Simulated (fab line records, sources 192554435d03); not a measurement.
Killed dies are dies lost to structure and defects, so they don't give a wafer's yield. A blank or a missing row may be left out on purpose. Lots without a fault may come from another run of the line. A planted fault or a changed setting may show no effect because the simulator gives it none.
Split-lot experiment | flow n5_finfet | 7 lots, 39 wafers read, on a route of 1938 steps

THE SPLIT
At N5_SD_EPI_N_ETCH_45 (etches SiOCN in CH3F/O2, target depth 6 nm), the setting target_depth_a was moved away from the recipe's 60 angstrom on 18 of the 39 wafers read, by -59.2% to +59.8%. The other wafers ran this setting at the recipe's value.

The reading is taken at the split's own step.

THE READING
etch.depth_nm (the simulator's own value, which no gauge read), in nm, at N5_SD_EPI_N_ETCH_45 (etches SiOCN in CH3F/O2, target depth 6 nm). The file gives no usual value for it. The 21 wafers here that ran the recipe average 6.014 nm, standard deviation 0.084 nm.

wafer  | tool, chamber at the split | target_depth_a as run, angstrom | against the recipe | etch.depth_nm, nm | against lot-mates on the recipe
L076.2 | rie_diel-03, 3             | 60                              | recipe             | 5.985             | -
L076.4 | rie_diel-03, 1             | 60                              | recipe             | 6.016             | -
L076.6 | rie_diel-03, 3             | 60                              | recipe             | 5.957             | -
L078.1 | rie_diel-04, 2             | 60                              | recipe             | 6.092             | -
L078.2 | rie_diel-04, 0             | 89.91                           | +49.8%             | 8.968             | +2.920
L078.3 | rie_diel-04, 3             | 89.91                           | +49.8%             | 8.818             | +2.770
L078.4 | rie_diel-04, 1             | 60                              | recipe             | 6.042             | -
L078.5 | rie_diel-04, 3             | 89.91                           | +49.8%             | 8.737             | +2.689
L078.6 | rie_diel-04, 0             | 60                              | recipe             | 6.011             | -
L083.1 | rie_diel-02, 2             | 24.45                           | -59.2%             | 2.485             | -3.400
L083.2 | rie_diel-02, 0             | 60                              | recipe             | 5.729             | -
L083.3 | rie_diel-02, 1             | 60                              | recipe             | 6.034             | -
L083.4 | rie_diel-02, 3             | 60                              | recipe             | 5.891             | -
L083.5 | rie_diel-02, 3             | 24.45                           | -59.2%             | 2.421             | -3.464
L083.6 | rie_diel-02, 0             | 24.45                           | -59.2%             | 2.33              | -3.555
L085.1 | rie_diel-04, 1             | 60                              | recipe             | 6.051             | -
L085.2 | rie_diel-04, 3             | 30.97                           | -48.4%             | 3.03              | -3.054
L085.3 | rie_diel-04, 0             | 30.97                           | -48.4%             | 3.12              | -2.964
L085.4 | rie_diel-04, 2             | 60                              | recipe             | 6.134             | -
L085.5 | rie_diel-04, 1             | 30.97                           | -48.4%             | 3.129             | -2.955
L085.6 | rie_diel-04, 0             | 60                              | recipe             | 6.067             | -
L090.1 | rie_diel-02, 2             | 60                              | recipe             | 6.071             | -
L090.2 | rie_diel-02, 1             | 47.69                           | -20.5%             | 4.731             | -1.295
L090.3 | rie_diel-02, 3             | 47.69                           | -20.5%             | 4.747             | -1.279
L090.4 | rie_diel-02, 3             | 47.69                           | -20.5%             | 4.695             | -1.331
L090.5 | rie_diel-02, 1             | 60                              | recipe             | 5.954             | -
L090.6 | rie_diel-02, 2             | 60                              | recipe             | 6.053             | -
L091.1 | rie_diel-03, 0             | 39.87                           | -33.6%             | 3.961             | -2.067
L091.2 | rie_diel-03, 2             | 39.87                           | -33.6%             | 4.047             | -1.981
L091.3 | rie_diel-03, 3             | 60                              | recipe             | 6.008             | -
L091.4 | rie_diel-03, 2             | 60                              | recipe             | 6.102             | -
L091.5 | rie_diel-03, 0             | 39.87                           | -33.6%             | 3.984             | -2.044
L091.6 | rie_diel-03, 3             | 60                              | recipe             | 5.975             | -
L095.1 | rie_diel-02, 0             | 95.86                           | +59.8%             | 9.603             | +3.559
L095.2 | rie_diel-02, 2             | 60                              | recipe             | 6.067             | -
L095.3 | rie_diel-02, 2             | 60                              | recipe             | 6.046             | -
L095.4 | rie_diel-02, 0             | 95.86                           | +59.8%             | 9.549             | +3.505
L095.5 | rie_diel-02, 2             | 95.86                           | +59.8%             | 9.672             | +3.628
L095.6 | rie_diel-02, 0             | 60                              | recipe             | 6.018             | -

THE FIT
A straight line over all 39 wafers: etch.depth_nm changes by +0.0597 nm for each +1% of target_depth_a; r = +1.00; the points scatter about the line by 0.088 nm.
The same after taking each lot's own level away (the mean of its wafers on the recipe; 39 wafers): +0.0592 nm for each +1%; r = +1.00; scatter 0.084 nm.
On that fit, the largest move of target_depth_a shifts the reading by 3.5 nm.
The lots' own levels span 5.8847 to 6.0840 nm, that is 2.4 times the standard deviation above.
So the lot-to-lot level changes the slope little: the two slopes agree.
Check: with one of the wafers moved furthest among these (+59.8%) left out of the fit, the line predicts +3.5 nm for it against its lot-mates. It came out at +3.56 nm against them.

THE FILE'S OWN FIT
etch.depth_nm changes by +0.0593 nm for each +1% of target_depth_a, r = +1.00.
